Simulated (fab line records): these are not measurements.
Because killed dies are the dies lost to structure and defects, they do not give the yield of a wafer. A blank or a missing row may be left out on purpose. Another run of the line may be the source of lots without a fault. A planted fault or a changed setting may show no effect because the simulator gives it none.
Chamber matching ; flow n5 finfet ; 4 sister chambers for N5_BEOL_M5_STRIP_19 on rie diel-03
The step strips in O2. 4 wafers are shown with their chamber, then 10 later ones without.

## WAFERS WITH THEIR CHAMBER
wafer;chamber;throttle valve pct (%)
L079.2;0;16.77
L084.3;3;16.90
L086.2;1;16.47
L086.4;2;16.96

## WAFERS WITH NO CHAMBER GIVEN
wafer;throttle valve pct (%)
L086.5;16.81
L093.1;16.91
L093.2;16.49
L093.6;16.81
L096.1;16.53
L096.2;16.84
L096.5;16.82
L095.1;16.83
L095.3;16.51
L095.5;16.50

## WHICH CHAMBER EACH ONE RAN IN
wafer;from the rows above;in truth
L086.5;can't be placed: 0 or 3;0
L093.1;can't be placed: 3 or 2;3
L093.2;1;1
L093.6;can't be placed: 0 or 3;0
L096.1;1;1
L096.2;can't be placed: 3 or 0 or 2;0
L096.5;can't be placed: 0 or 3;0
L095.1;can't be placed: 0 or 3 or 2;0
L095.3;1;1
L095.5;1;1
Correctly placed: 4 of 10. From these rows, 6 cannot be placed; in 6 the true chamber is one of the candidates. Wrongly placed: 0.
How it was worked out, from the rows above alone: a wafer's distance from a chamber is the root of the sum, over the readings, of the square of ((its reading less the chamber's mean) divided by the reading's scatter). The wafer belongs to the nearest chamber; if the next one is less than 2 further off, it can't be placed. For every chamber, the mean is computed from those of its wafers that are shown. The scatter: root of mean squared gap, hidden wafer to nearest shown wafer, with one shown wafer a chamber.
